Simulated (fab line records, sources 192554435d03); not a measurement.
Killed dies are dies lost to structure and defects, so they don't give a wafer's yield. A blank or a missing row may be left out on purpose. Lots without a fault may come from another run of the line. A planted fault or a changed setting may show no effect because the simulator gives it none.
Chamber matching | flow n5_finfet | N5_FIN_CUT_CUT_ETCH_15 on rie_si-02: 4 sister chambers
The step etches Si in HBr/Cl2/O2, target depth 100 nm, bt time 10 s, time 42.4 s. 4 wafers are shown with their chamber, then 7 later ones without.

WAFERS WITH THEIR CHAMBER
wafer  | chamber | throttle_valve_pct (%)
L760.2 | 2       | 37.47
L760.4 | 1       | 37.01
L762.4 | 0       | 37.46
L762.5 | 3       | 37.25

WAFERS WITHOUT THEIR CHAMBER
wafer  | throttle_valve_pct (%)
L762.6 | 37.46
L764.1 | 37.00
L764.2 | 37.22
L764.6 | 37.00
L766.2 | 37.46
L766.3 | 37.01
L766.6 | 37.00

WHICH CHAMBER EACH WENT THROUGH
wafer  | from the rows above     | in truth
L762.6 | can't be placed: 0 or 2 | 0
L764.1 | 1                       | 1
L764.2 | 3                       | 3
L764.6 | 1                       | 1
L766.2 | can't be placed: 0 or 2 | 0
L766.3 | 1                       | 1
L766.6 | 1                       | 1
Placed correctly: 5 of 7. Can't be placed from these rows: 2 (the true chamber is among the candidates in 2). Placed wrongly: 0.
How it was worked out, from the rows above alone: a wafer's distance from a chamber is the root of the sum, over the readings, of the square of ((its reading less the chamber's mean) divided by the reading's scatter). The wafer belongs to the nearest chamber; if the next one is less than 2 further off, it can't be placed. A chamber's mean is the mean of its shown wafers. The scatter: with one shown wafer a chamber, the root of the mean of the squares of how far each hidden wafer lies from its nearest shown one.
